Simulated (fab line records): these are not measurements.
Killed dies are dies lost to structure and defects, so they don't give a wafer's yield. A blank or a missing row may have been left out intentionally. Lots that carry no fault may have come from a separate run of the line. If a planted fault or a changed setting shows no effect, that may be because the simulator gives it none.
fab line records ; flow n5_finfet ; part 1 of 2: steps 1 to 8 of 9
[record] lots = 7; wafers = 21; last_day = 18
route steps=1938 shown BEOL_M9@1422 BEOL_M15@1830 PASSIVATION@1936
lots that met no fault: from a run of the same line without faults
start_h: the number of hours between the record's first day and the start of the first shown wafer of the lot ; wait_h: hours since the lot's step before ; " identical to the entry in the row above ; L1.1+2: several wafers, shown together as one row ; - value missing, or start not given ; * or withheld: withheld ; < > ~ a bound
route shown NAME@n: a module of which the file shows steps, and the number in the route of the first ; usual: mean and standard deviation over wafers with no fault ; same: alike in all rows ; chamber/n: place in a boat ; sites: per-site readings ; _std_site: the values' standard deviation ; _edge_site: outer sites' mean less inner sites' ; radius_mm: for every site, how far away it sits from the centre of the wafer ; mask NAME#n: copy n ; behind: the last tool/chamber to shape the wafer ; hold: why the lot was held/for how many hours/how that ended ; device: which transistor (n, p or np) failed to switch ; end of line: tests of these same wafers at the route's end ; a step without rows: its recipe alone ; killed: count of dies lost to structure and defects at first sort (not the wafer's yield) ; map: dies across one wafer; x = killed, . = not, _ = none there
set.NAME: the setting that was run; set.NAME@STEP: the one run at that earlier step ; model.NAME: the simulator's own value behind a step, which no gauge read
a sample of lots followed through the steps of the route, with each step as a table and each wafer as a row
services: the hour from which a tool's chamber was out of use, counted from the record's first day as start_h (under 0 if before that day), plus the number of hours and why
[[steps]]
[step N5_BEOL_M9_HM_OPEN_17]
[recipe] chemistry = Cl2/BCl3; target_depth_a = 200; overetch_a = 60; target = TiN; mask_material = SOC; ion_energy_ev = 150; pressure_mtorr = 10; icp_w = 1000; bias_w = 126; Cl2_flow_sccm = 53.25; bcl3_flow_sccm = 21.75; Ar_flow_sccm = 25
[usual] drypump_motor_current_A = 5.8/0.42; oes_product_au = 0.70/0.064; throttle_valve_pct = 22.16/0.24
lot.wafer;tool;chamber;start_h;wait_h;drypump_motor_current_A;oes_product_au;rf_hours_counter_h;throttle_valve_pct
L272.3;rie_metal-03;0;245.87;0.1;5.7;0.77;-;22.02
L272.4;rie_metal-03;1;245.87;0.1;5.8;0.75;-;21.89
L272.5;rie_metal-03;1;245.87;0.1;5.8;0.76;-;21.91
L287.1;rie_metal-01;0;321.45;0.0;5.7;0.64;66;22.05
L287.3;rie_metal-01;0;321.45;0.0;5.7;0.63;-;22.07
L287.5;rie_metal-01;1;321.45;0.0;6.3;0.59;-;22.64
L286.1;rie_metal-01;1;321.86;0.0;6.2;0.58;78;22.65
L286.2;rie_metal-01;0;321.86;0.0;5.7;0.62;66;22.07
L286.3;rie_metal-01;0;321.86;0.0;5.6;0.63;-;22.08
L288.1;rie_metal-02;0;323.85;0.0;5.1;0.70;21;22.33
L288.2;rie_metal-02;1;323.85;0.0;6.4;0.74;22;22.18
L288.6;rie_metal-02;1;323.85;0.0;6.4;0.74;-;22.18
L290.2;rie_metal-02;1;341.74;0.0;6.4;0.74;24;22.18
L290.4;rie_metal-02;0;341.74;0.0;5.1;0.69;-;22.33
L290.6;rie_metal-02;0;341.74;0.0;5.1;0.70;-;22.32
L293.4;rie_metal-03;0;356.45;0.1;5.7;0.73;-;22.02
L293.5;rie_metal-03;0;356.45;0.1;5.7;0.74;-;22.03
L293.6;rie_metal-03;1;356.45;0.1;5.8;0.72;-;21.90
L294.1;rie_metal-01;0;371.00;0.0;5.7;0.61;71;22.08
L294.3;rie_metal-01;1;371.00;0.0;6.2;0.58;-;22.66
L294.5;rie_metal-01;1;371.00;0.0;6.2;0.58;-;22.66
[step N5_BEOL_M9_ETCH_65]
[recipe] chemistry = CF4; target = SiARC; target_depth_a = 156; mask_material = CAR-EUV; time_s = 26; ion_energy_ev = 80; pressure_mtorr = 40; source_w = 545; bias_w = 36; Ar_flow_sccm = 100; cf4_flow_sccm = 100; ends = cleared
[usual] cf4_flow_sccm = 100.0/0.3; drypump_motor_current_A = 5.65/0.27; etch_rf_on_time_s = 26.4/0.71; oes_product_au = 0.69/0.093; rf_vpp_V = 184.1/1.2; showerhead_plenum_p_Torr = 2.14/0.07; throttle_valve_pct = 15.56/0.27
lot.wafer;tool;chamber;start_h;wait_h;cf4_flow_sccm;drypump_motor_current_A;etch_rf_on_time_s;oes_product_au;rf_hours_counter_h;rf_vpp_V;showerhead_plenum_p_Torr;throttle_valve_pct
L272.3;rie_diel-04;3;246.86;0.0;100.0;5.50;25.5;0.61;236;183.3;2.03;15.99
L272.4;rie_diel-04;1;246.86;0.0;100.0;5.91;26.2;0.60;-;183.6;2.22;15.62
L272.5;rie_diel-04;0;246.86;0.0;99.6;5.68;27.4;0.60;-;184.6;2.12;15.97
L287.1;rie_diel-04;0;322.27;0.0;99.8;5.68;27.6;0.58;226;184.2;2.11;16.04
L287.3;rie_diel-04;2;322.27;0.0;99.4;5.77;25.5;0.75;29;182.8;2.10;15.28
L287.5;rie_diel-04;0;322.27;0.0;100.2;5.68;27.9;0.57;-;182.4;2.11;16.01
L286.1;rie_diel-04;1;322.70;0.0;99.1;5.91;26.5;0.59;212;185.0;2.21;15.67
L286.2;rie_diel-04;0;322.70;0.0;100.3;5.69;27.5;0.58;226;184.3;2.11;16.02
L286.3;rie_diel-04;2;322.70;0.0;100.4;5.73;25.7;0.76;30;182.7;2.10;15.29
L288.1;rie_diel-04;2;325.89;0.0;100.5;5.79;26.0;0.75;31;183.9;2.10;15.28
L288.2;rie_diel-04;0;325.89;0.0;100.2;5.68;28.0;0.57;227;184.1;2.11;16.03
L288.6;rie_diel-04;3;325.89;0.0;99.3;5.49;25.7;0.85;-;185.6;2.27;15.58
L290.2;rie_diel-02;0;342.40;0.0;99.6;5.30;26.6;0.58;237;181.0;2.03;15.86
L290.4;rie_diel-02;1;342.40;0.0;100.0;5.85;26.6;0.74;26;183.8;2.18;15.21
L290.6;rie_diel-02;0;342.40;0.0;99.7;5.29;26.7;0.58;-;181.0;2.03;15.87
L293.4;rie_diel-05;2;358.76;0.0;100.2;5.88;25.8;0.60;198;184.0;2.12;15.50
L293.5;rie_diel-05;3;358.76;0.0;100.1;6.30;26.5;0.73;-;185.3;2.26;15.62
L293.6;rie_diel-05;0;358.76;0.0;100.2;5.33;26.4;0.59;-;183.7;2.12;15.68
L294.1;rie_diel-02;1;372.61;0.0;100.0;5.83;26.8;0.73;36;184.3;2.18;15.23
L294.3;rie_diel-02;2;372.61;0.0;99.9;5.69;25.9;0.73;49;185.0;2.18;15.31
L294.5;rie_diel-02;0;372.61;0.0;99.8;5.28;27.0;0.57;-;183.3;2.03;15.89
[step N5_BEOL_M9_TRENCH_ETCH_37]
[recipe] chemistry = C4F6/O2; target_depth_a = 1514.3; target = SiCOH_lowk; time_s = 49; ion_energy_ev = 250; pressure_mtorr = 30; source_w = 345; bias_w = 185; Ar_flow_sccm = 300; C4F6_flow_sccm = 10; O2_flow_sccm = 10
[usual] O2_flow_sccm = 10.00/0.03; drypump_motor_current_A = 5.64/0.27; oes_f_703_au = 0.80/0.11; oes_product_au = 0.81/0.11; rf_vpp_V = 671/6.8; showerhead_plenum_p_Torr = 2.85/0.097; throttle_valve_pct = 20.88/0.22
lot.wafer;tool;chamber;start_h;wait_h;O2_flow_sccm;drypump_motor_current_A;oes_f_703_au;oes_product_au;rf_hours_counter_h;rf_vpp_V;showerhead_plenum_p_Torr;throttle_valve_pct
L272.3;rie_diel-04;3;247.09;-;10.03;5.48;0.70;0.69;236;673;2.68;21.17
L272.4;rie_diel-04;1;247.09;-;9.97;5.91;0.69;0.70;-;675;2.95;20.88
L272.5;rie_diel-04;0;247.09;-;9.96;5.70;0.68;0.70;-;677;2.83;21.36
L287.1;rie_diel-04;0;322.51;-;10.09;5.70;0.66;0.68;226;675;2.82;21.37
L287.3;rie_diel-04;2;322.51;-;10.02;5.73;0.87;0.88;29;660;2.81;20.70
L287.5;rie_diel-04;0;322.51;-;10.03;5.70;0.66;0.57;-;677;2.81;21.32
L286.1;rie_diel-04;1;322.93;-;9.96;5.95;0.67;0.70;212;674;2.94;20.93
L286.2;rie_diel-04;0;322.93;-;10.00;5.72;0.67;0.57;226;677;2.82;21.33
L286.3;rie_diel-04;2;322.93;-;9.95;5.78;0.86;0.89;30;661;2.81;20.70
L288.1;rie_diel-04;2;326.12;-;9.98;5.76;0.86;0.90;31;661;2.81;20.73
L288.2;rie_diel-04;0;326.12;-;9.95;5.69;0.66;0.57;227;677;2.81;21.33
L288.6;rie_diel-04;3;326.12;-;9.98;5.52;0.99;0.82;-;685;3.01;20.86
L290.2;rie_diel-02;0;342.63;-;10.00;5.30;0.67;0.68;237;671;2.67;20.91
L290.4;rie_diel-02;1;342.63;-;9.96;5.83;0.86;0.88;26;665;2.92;20.60
L290.6;rie_diel-02;0;342.63;-;9.97;5.31;0.67;0.69;-;671;2.67;20.92
L293.4;rie_diel-05;2;358.99;-;10.04;5.82;0.73;0.71;198;654;2.82;20.79
L293.5;rie_diel-05;3;358.99;-;9.99;6.33;0.84;0.86;-;683;3.00;20.99
L293.6;rie_diel-05;0;358.99;-;9.97;5.33;0.68;0.70;-;674;2.82;20.91
L294.1;rie_diel-02;1;372.84;-;10.02;5.84;0.84;0.86;37;665;2.91;20.62
L294.3;rie_diel-02;2;372.84;-;10.02;5.69;0.86;0.86;49;672;2.90;20.67
L294.5;rie_diel-02;0;372.84;-;9.94;5.30;0.66;0.68;-;671;2.67;20.97
[step N5_BEOL_M9_OCD_MEAS_38]
[usual] trench_depth_nm = 150/3.2
lot.wafer;tool;chamber;start_h;wait_h;trench_depth_nm
L272.3;ocd-02;-;247.27;-;150
L272.4;ocd-02;-;247.27;-;148
L272.5;ocd-02;-;247.27;-;145
L287.1;ocd-01;-;322.68;-;145
L287.3;ocd-01;-;322.68;-;153
L287.5;ocd-01;-;322.68;-;108
L286.1;ocd-02;-;323.11;-;151
L286.2;ocd-02;-;323.11;-;107
L286.3;ocd-02;-;323.11;-;155
L288.1;ocd-02;-;326.29;-;156
L288.2;ocd-02;-;326.29;-;107
L288.6;ocd-02;-;326.29;-;114
L290.2;ocd-01;-;342.81;-;148
L290.4;ocd-01;-;342.81;-;149
L290.6;ocd-01;-;342.81;-;148
L293.4;ocd-01;-;359.17;-;150
L293.5;ocd-01;-;359.17;-;151
L293.6;ocd-01;-;359.17;-;149
L294.1;ocd-01;-;373.02;-;149
L294.3;ocd-01;-;373.02;-;152
L294.5;ocd-01;-;373.02;-;148
[step N5_BEOL_M9_CD_MEAS_35]
[recipe] target_cd_nm = 70; target_cd_y_nm = 40; polarity = opening
[usual] cd_nm = 70.0/0.63
lot.wafer;tool;chamber;start_h;wait_h;cd_nm
L272.3;cd_sem-02;-;247.42;0.0;70.7
L272.4;cd_sem-02;-;247.42;0.0;69.6
L272.5;cd_sem-02;-;247.42;0.0;70.0
L287.1;cd_sem-02;-;322.83;0.0;70.1
L287.3;cd_sem-02;-;322.83;0.0;70.0
L287.5;cd_sem-02;-;322.83;0.0;69.3
L286.1;cd_sem-03;-;323.26;0.0;68.7
L286.2;cd_sem-03;-;323.26;0.0;69.4
L286.3;cd_sem-03;-;323.26;0.0;70.3
L288.1;cd_sem-03;-;326.44;0.0;71.1
L288.2;cd_sem-03;-;326.44;0.0;69.9
L288.6;cd_sem-03;-;326.44;0.0;70.4
L290.2;cd_sem-02;-;342.97;0.0;70.2
L290.4;cd_sem-02;-;342.97;0.0;70.3
L290.6;cd_sem-02;-;342.97;0.0;71.0
L293.4;cd_sem-01;-;359.32;0.0;70.0
L293.5;cd_sem-01;-;359.32;0.0;69.9
L293.6;cd_sem-01;-;359.32;0.0;69.5
L294.1;cd_sem-03;-;373.17;0.0;69.8
L294.3;cd_sem-03;-;373.17;0.0;69.3
L294.5;cd_sem-03;-;373.17;0.0;69.4
[step N5_BEOL_M9_THK_MEAS_53]
[recipe] thk_meas_gauge = xrf; reads = Cu_of_BEOL_M9_ECD_50
[usual] M9_THK = 138/3.6
lot.wafer;tool;chamber;start_h;wait_h;M9_THK[nm]
L272.3;film_metro-01;-;252.39;-;135
L272.4;film_metro-01;-;252.39;-;136
L272.5;film_metro-01;-;252.39;-;129
L287.1;film_metro-02;-;326.20;-;133
L287.3;film_metro-02;-;326.20;-;143
L287.5;film_metro-02;-;326.20;-;96
L286.1;film_metro-01;-;327.00;-;138
L286.2;film_metro-01;-;327.00;-;94
L286.3;film_metro-01;-;327.00;-;143
L288.1;film_metro-02;-;328.88;-;144
L288.2;film_metro-02;-;328.88;-;96
L288.6;film_metro-02;-;328.88;-;101
L290.2;film_metro-01;-;345.12;-;136
L290.4;film_metro-01;-;345.12;-;138
L290.6;film_metro-01;-;345.12;-;137
L293.4;film_metro-02;-;361.17;-;139
L293.5;film_metro-02;-;361.17;-;139
L293.6;film_metro-02;-;361.17;-;136
L294.1;film_metro-02;-;375.18;-;138
L294.3;film_metro-02;-;375.18;-;139
L294.5;film_metro-02;-;375.18;-;137
[step N5_BEOL_M9_RS_MEAS_57]
[recipe] thk_meas_gauge = four-point-probe; reads = Cu_of_BEOL_M9_ECD_50+Co_of_BEOL_M9_CVD_78+TaN_of_BEOL_M9_ALD_74
[usual] M9_RS = 0.153/0.004
lot.wafer;tool;chamber;start_h;wait_h;M9_RS[ohm/sq]
L272.3;film_metro-02;-;252.53;0.1;0.152
L272.4;film_metro-02;-;252.53;0.1;0.152
L272.5;film_metro-02;-;252.53;0.1;0.160
L287.1;film_metro-01;-;326.33;0.1;0.159
L287.3;film_metro-01;-;326.33;0.1;0.147
L287.5;film_metro-01;-;326.33;0.1;0.230
L286.1;film_metro-02;-;327.13;0.1;0.153
L286.2;film_metro-02;-;327.13;0.1;0.234
L286.3;film_metro-02;-;327.13;0.1;0.147
L288.1;film_metro-02;-;329.01;0.1;0.146
L288.2;film_metro-02;-;329.01;0.1;0.231
L288.6;film_metro-02;-;329.01;0.1;0.217
L290.2;film_metro-01;-;345.26;0.1;0.155
L290.4;film_metro-01;-;345.26;0.1;0.152
L290.6;film_metro-01;-;345.26;0.1;0.154
L293.4;film_metro-02;-;361.30;0.0;0.151
L293.5;film_metro-02;-;361.30;0.0;0.150
L293.6;film_metro-02;-;361.30;0.0;0.156
L294.1;film_metro-01;-;375.32;0.1;0.154
L294.3;film_metro-01;-;375.32;0.1;0.152
L294.5;film_metro-01;-;375.32;0.1;0.155
[step N5_BEOL_M15_RC_MEAS_101]
[usual] COMB_M10 = 1.6e-11/3.6e-12; COMB_M11 = 1.5e-11/3e-12; COMB_M12 = 6.5e-12/1.3e-12; COMB_M13 = 4.7e-12/1.1e-12; COMB_M14 = 3.5e-12/9.9e-13; COMB_M15 = 2.5e-12/7.4e-13; COMB_M5 = 3.7e-11/7e-12; COMB_M6 = 2.5e-11/5e-12; COMB_M7 = 2.6e-11/5.2e-12; COMB_M8 = 2.6e-11/5.4e-12; COMB_M8_max_site = 3.7e-11/8.6e-12; SERP_M10 = 3.07/0.076; SERP_M11 = 3.10/0.095; SERP_M12 = 0.634/0.015; SERP_M13 = 0.308/0.0064; SERP_M14 = 0.160/0.0046; SERP_M14_max_site = 0.162/0.0047; SERP_M5 = 39.4/1.9; SERP_M6 = 13.7/0.54; SERP_M7 = 13.8/0.58; SERP_M8 = 13.8/0.5; SERP_M9 = 3.10/0.099; SERP_M9_max_site = 3.19/0.1
lot.wafer;tool;chamber;start_h;wait_h;COMB_M10[S/m];COMB_M11[S/m];COMB_M12[S/m];COMB_M13[S/m];COMB_M14[S/m];COMB_M15[S/m];COMB_M5[S/m];COMB_M6[S/m];COMB_M7[S/m];COMB_M8[S/m];COMB_M8_max_site[S/m];SERP_M10[ohm/um];SERP_M11[ohm/um];SERP_M12[ohm/um];SERP_M13[ohm/um];SERP_M14[ohm/um];SERP_M14_max_site[ohm/um];SERP_M5[ohm/um];SERP_M6[ohm/um];SERP_M7[ohm/um];SERP_M8[ohm/um];SERP_M9[ohm/um];SERP_M9_max_site[ohm/um]
L272.3;prober-02;0;301.49;0.3;1.5e-11;1.3e-11;5.7e-12;5.5e-12;3.1e-12;2.5e-12;3.5e-11;2.5e-11;2.5e-11;2.3e-11;4.2e-11;3.03;2.94;0.620;0.298;0.158;0.159;40.7;14.0;13.4;13.9;3.02;3.07
L272.4;prober-02;0;301.49;0.3;1.1e-11;1.3e-11;6e-12;6.4e-12;2.5e-12;3.4e-12;4e-11;3e-11;2.7e-11;2.6e-11;3e-11;3.00;2.94;0.630;0.303;0.168;0.169;39.7;13.6;13.3;13.7;3.13;3.22
L272.5;prober-02;0;301.49;0.3;1.6e-11;1.4e-11;5.1e-12;3.2e-12;3.6e-12;1.6e-12;3.9e-11;2.6e-11;2e-11;2.3e-11;4.5e-11;2.97;2.97;0.625;0.314;0.165;0.166;39.9;13.5;13.3;14.3;3.29;3.34
L287.1;prober-02;0;371.60;0.0;1.2e-11;1.3e-11;3.9e-12;3.9e-12;2e-12;2.3e-12;4e-11;2.4e-11;2.4e-11;3.4e-11;4.2e-11;3.00;3.21;0.614;0.304;0.161;0.163;39.3;14.2;14.5;14.5;3.21;3.27
L287.3;prober-02;0;371.60;0.0;1.1e-11;1.8e-11;5.5e-12;3.4e-12;2.6e-12;2.2e-12;3.3e-11;2.6e-11;2.6e-11;2.7e-11;4e-11;2.98;3.05;0.623;0.306;0.162;0.165;40.7;13.5;13.5;13.7;2.98;3.10
L287.5;prober-02;0;371.60;0.0;1.2e-11;1.2e-11;4.6e-12;3.7e-12;1.7e-12;2.4e-12;3e-11;3.1e-11;3.3e-11;2.3e-11;3.1e-11;3.01;3.04;0.603;0.308;0.166;0.167;41.3;14.0;14.7;13.9;4.72;4.83
L286.1;prober-01;0;372.36;0.0;1.9e-11;1.7e-11;5.8e-12;4.1e-12;4e-12;1.8e-12;3.4e-11;3e-11;2.9e-11;2.6e-11;4.2e-11;3.30;3.25;0.633;0.308;0.158;0.158;38.8;14.1;12.6;13.1;3.21;3.33
L286.2;prober-01;0;372.36;0.0;1.7e-11;1.4e-11;5e-12;5.2e-12;2.7e-12;2.8e-12;2.8e-11;2.5e-11;2.2e-11;2e-11;2.7e-11;3.07;3.09;0.617;0.313;0.159;0.160;38.0;14.2;14.4;14.5;4.77;4.89
L286.3;prober-01;0;372.36;0.0;1.9e-11;2.2e-11;6.7e-12;6e-12;3e-12;2.9e-12;4e-11;2.9e-11;3.3e-11;1.9e-11;3.9e-11;3.20;2.99;0.604;0.303;0.159;0.160;37.0;13.9;14.0;13.4;3.01;3.09
L288.1;prober-02;0;381.14;0.0;1.4e-11;1.6e-11;5.4e-12;5.1e-12;2.7e-12;2e-12;3.1e-11;1.9e-11;2.4e-11;1.8e-11;2.6e-11;3.14;3.16;0.659;0.321;0.157;0.158;38.2;13.6;13.4;13.6;2.96;2.98
L288.2;prober-02;0;381.14;0.0;2e-11;1.4e-11;5.4e-12;4.8e-12;3.6e-12;2.2e-12;4.1e-11;1.8e-11;2.3e-11;3.5e-11;4.4e-11;3.08;3.21;0.638;0.306;0.153;0.156;40.0;14.5;13.7;14.2;4.63;4.71
L288.6;prober-02;0;381.14;0.0;2.2e-11;1.6e-11;5.2e-12;4.3e-12;3.6e-12;2e-12;5.3e-11;1.8e-11;2.3e-11;2.4e-11;3.6e-11;3.12;3.11;0.634;0.308;0.155;0.158;38.8;14.8;13.4;14.1;4.35;4.52
L290.2;prober-02;0;393.48;0.2;1.2e-11;9e-12;6.7e-12;3.2e-12;1.3e-12;1.8e-12;3.3e-11;2.7e-11;2.3e-11;2.8e-11;4.4e-11;3.18;3.19;0.647;0.310;0.171;0.173;37.2;13.8;13.0;12.6;3.13;3.23
L290.4;prober-02;0;393.48;0.2;1.3e-11;1.1e-11;4.9e-12;4.6e-12;2.2e-12;1.9e-12;3.6e-11;2.6e-11;2e-11;3.2e-11;5e-11;3.19;3.22;0.668;0.306;0.156;0.157;40.6;13.3;13.1;13.3;3.13;3.17
L290.6;prober-02;0;393.48;0.2;1.6e-11;1.3e-11;7.2e-12;4.6e-12;2e-12;2.6e-12;3.1e-11;1.9e-11;2.2e-11;2.7e-11;4.7e-11;3.19;3.19;0.649;0.310;0.168;0.169;43.2;13.2;13.6;13.6;3.10;3.18
L293.4;prober-01;0;407.43;0.5;1.6e-11;1.6e-11;6.6e-12;5.5e-12;5.3e-12;3.2e-12;3.6e-11;1.9e-11;2.5e-11;3.1e-11;3.6e-11;2.96;3.02;0.632;0.319;0.160;0.162;37.7;13.4;13.5;13.5;3.05;3.19
L293.5;prober-01;0;407.43;0.5;1.7e-11;1.3e-11;8e-12;7e-12;3.5e-12;2.8e-12;3.8e-11;3e-11;2.7e-11;2.4e-11;4.1e-11;3.09;3.07;0.635;0.314;0.169;0.170;38.9;13.5;13.1;13.2;3.06;3.12
L293.6;prober-01;0;407.43;0.5;1.6e-11;1.4e-11;6.2e-12;5.2e-12;3.1e-12;3.8e-12;3.7e-11;2.1e-11;2.4e-11;3.4e-11;4.2e-11;3.08;3.11;0.651;0.318;0.166;0.168;37.5;13.7;13.6;13.6;3.22;3.28
L294.1;prober-02;0;420.95;0.0;1.1e-11;1.9e-11;5.7e-12;4.3e-12;3.9e-12;3.7e-12;3.7e-11;2.5e-11;2.1e-11;2.7e-11;4.3e-11;3.02;2.98;0.606;0.306;0.163;0.165;47.3;13.4;14.5;14.0;3.14;3.19
L294.3;prober-02;0;420.95;0.0;1.4e-11;2e-11;6.7e-12;4.4e-12;3.1e-12;2.8e-12;3.1e-11;2e-11;2.7e-11;2.4e-11;2.8e-11;3.03;2.98;0.619;0.313;0.162;0.164;40.4;15.3;14.0;13.8;3.15;3.24
L294.5;prober-02;0;420.95;0.0;1.6e-11;1.7e-11;6.9e-12;4.8e-12;3.2e-12;2.9e-12;3.4e-11;2.2e-11;2.4e-11;2.5e-11;3.3e-11;3.09;3.27;0.612;0.308;0.162;0.164;40.9;14.5;14.2;14.5;3.15;3.20
// sites SERP_M9 radius_mm=0,75,75,75,75,140,140,140,140
L272.3 2.93 3.01 3.02 2.96 2.95 3.07 3.06 3.07 3.02
L287.1 3.27 3.21 3.24 3.24 3.22 3.15 3.18 3.16 3.15
L286.1 3.33 3.24 3.28 3.21 3.29 3.11 3.11 3.07 3.16
L288.1 2.96 2.98 2.98 2.96 2.96 2.84 2.87 2.77 2.87
L290.2 3.15 3.12 3.23 3.12 3.23 3.06 3.13 3.06 3.13
L293.4 2.98 3.03 2.97 3.03 3.05 3.19 3.10 3.11 3.15
L294.1 3.10 3.08 3.12 3.16 3.14 3.16 3.19 3.15 3.11
[[key]]
[first_sign] step = N5_BEOL_M9_OCD_MEAS_38; reading = trench_depth_nm; direction = down; sigmas = 13; usual = 150; struck = 109
[effect] step = N5_BEOL_M9_THK_MEAS_53; reading = M9_THK; direction = down; sigmas = 11; usual = 138; struck = 97
[effect] step = N5_BEOL_M9_RS_MEAS_57; reading = M9_RS; direction = up; sigmas = 19; usual = 0.153; struck = 0.228
[effect] step = N5_BEOL_M15_RC_MEAS_101; reading = SERP_M9; direction = up; sigmas = 15; usual = 3.10; struck = 4.62
met_at N5_BEOL_M9_TRENCH_ETCH_37
struck_lots L286,L287,L288
struck_wafers L286.2,L287.5,L288.2,L288.6
[baseline_loss] step = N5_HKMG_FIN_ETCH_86; wafers = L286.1
not_acting_at N5_BEOL_M9_HM_OPEN_17,N5_BEOL_M9_ETCH_65,N5_BEOL_M9_CD_MEAS_35
onset_between 247.09 322.51
[fault] kind = process_parameter_drift; tool = rie_diel-04; chamber = -; onset_h = 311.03; steps = N5_BEOL_M9_TRENCH_ETCH_37; channel = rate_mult; offset = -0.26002; shape = step; end_h = 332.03; scope = struck_wafers_only
// baseline_loss: these wafers lose ten dies or more at that step, a loss of the line's own and not of a fault; the sort's usual values leave them out
